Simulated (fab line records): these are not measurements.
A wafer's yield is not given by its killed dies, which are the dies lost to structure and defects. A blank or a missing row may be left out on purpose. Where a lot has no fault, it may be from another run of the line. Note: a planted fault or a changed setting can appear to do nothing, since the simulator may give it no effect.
Comparing a struck lot with a sound one ; flow n5Finfet ; 36 steps out of a route of 1938
Sound: wafers L464.1, L464.2, L464.6. Wafers L478.1, L478.2, L478.3 were the ones struck. At the end, the cause is stated.
Per side, at each step with rows, come the tool, then ch with its chambers, and then its first start. Under that, the readings that differ: sound wafers ; struck wafers ; difference of the means ; sigmas: that difference in standard deviations of wafers without a fault.
alike: a reading whose means differ by less than 2 such deviations, as well as words and numbers matching on both sides. not compared: withheld readings; readings where some wafer has no value; bounds like >300 that might hide an equal value; numbers whose values overlap and for which the record gives no deviation.
A row with sigmas, a row that says differs or no value, or rows on one side alone: a step with any of these is where the two part. When numbers do not overlap yet have no deviation, they are printed without sigmas and do not part them. A reading that every wafer of one side lacks parts them only if that side has two wafers or more.

first, 11 steps without rows for these wafers: N5_BEOL_M15_DESCUM_33 (chemistry O2, time 7.9 s); N5_BEOL_M15_ETCH_61 (etches BARC in N2/H2, target depth 89 nm, overetch 26.7 nm, time 67.9 s); N5_BEOL_M15_TRENCH_ETCH_34 (etches SiO2 in C4F8/O2/Ar, target depth 872.93 nm, time 199 s); N5_BEOL_M15_STRIP_36 (strips in O2); N5_BEOL_M15_STRIP_62 (strips in O2); N5_BEOL_M15_STRIP_37 (strips in O2); N5_BEOL_M15_ETCH_38 (etches SiCN in CF4/N2, target depth 106.4 nm, time 120.5 s); N5_BEOL_M15_PRECLEAN_39 (cleans in residue remover, time 60 s); N5_BEOL_M15_SRD_40 (time 30 s, dry time 30 s); N5_BEOL_M15_DEGAS_41 (time 60 s); N5_BEOL_M15_PRE_CLEAN_42 (time 30 s).
N5_BEOL_M15_SPUTTER_43: material TaN, target thk 15 nm, time 24.19 s.
  sound: pvdSputter-01 at day 12 22:15; struck: pvdSputter-03 at day 16 22:59
  alike: throttleValvePct
then, 23 steps without rows for these wafers: N5_BEOL_M15_SPUTTER_44 (material Ta, target thk 15 nm, time 24.19 s); N5_BEOL_M15_SPUTTER_45 (material Cu, target thk 100 nm, time 16.67 s); N5_BEOL_M15_ECD_47 (material Cu, target thk 1860 nm); N5_BEOL_M15_ANNEAL_48 (time 90 s); N5_BEOL_M15_CMP_49 (polishes, stops on SiO2, t overpolish 4.9 s, target thk 850 nm); N5_BEOL_M15_PRE_CLEAN_52 (time 15 s); N5_BEOL_M15_DEP_53 (deposits SiCN from 3MS/NH3, target thk 50 nm, time 17.8 s); N5_PASSIVATION_PECVD_00 (deposits SiO2 from SiH4/N2O, target thk 200 nm, time 11.2 s); N5_MIM_BOT_DEGAS_01 (time 60 s); N5_MIM_BOT_SPUTTER_00 (material TiN, target thk 35 nm, time 89.7 s); N5_MIM_TOP_ALD_00 (deposits Al2O3, purge time 3 s, co reactant pulse time 3 s); N5_MIM_TOP_ALD_01 (deposits HfO2, target thk 5.6 nm, pulse time 1 s, purge time 3 s); N5_MIM_TOP_ALD_02 (deposits Al2O3, purge time 3 s, co reactant pulse time 3 s); N5_MIM_TOP_DEGAS_04 (time 60 s); N5_MIM_TOP_SPUTTER_03 (material TiN, target thk 35 nm, time 89.7 s); N5_MIM_TOP_LITHO_HMDS_01 (time 60 s); N5_MIM_TOP_LITHO_COAT_02; N5_MIM_TOP_LITHO_EBR_04; N5_MIM_TOP_LITHO_SOFTBAKE_03 (time 90 s); N5_MIM_TOP_LITHO_EXPOSE_05 (exposes mask MIM TOP, target cd 2000 nm); N5_MIM_TOP_LITHO_PEB_06; N5_MIM_TOP_LITHO_DEVELOP_07 (develop time 60 s); N5_MIM_TOP_LITHO_HARDBAKE_09 (time 120 s).
N5_PASSIVATION_PROBE_49:
  sound: prober-01 at day 13 12:05; struck: prober-01 at day 17 18:44
reading;sound;struck;difference;sigmas
defectLimitedYield (%);92.3 91.8 91.9;79.7 84.8 79.4;-10.7;-8
killed_at_M4_up;19 16 23;163 113 169;+129;+23
killedDies;91 97 95;240 179 243;+126;+8
killedOnRim;7 14 17;24 30 17;+11;+3
sort_bin_5_function (%);3.9 5.9 5.1;11.9 8.8 11.2;+5.7;+7
sort_bin_8_speed (%);0 0 0;0 0 11.6;+4;+4
sortNPass;1089 1083 1085;940 1001 800;-172;-8
sortYieldPct (%);92.3 91.8 91.9;79.7 84.8 67.8;-14.6;-8
  alike: killed_at_M0_to_M3, killedAtContacts, killedAtFrontEnd, killedAtOther, killedOpen, killedShort, sort_bin_4_leakage, sort_bin_6_memory

WHERE THEY PART
At N5_PASSIVATION_PROBE_49 and nowhere else, as far as this record goes.

WHY: what had been put in by the simulator
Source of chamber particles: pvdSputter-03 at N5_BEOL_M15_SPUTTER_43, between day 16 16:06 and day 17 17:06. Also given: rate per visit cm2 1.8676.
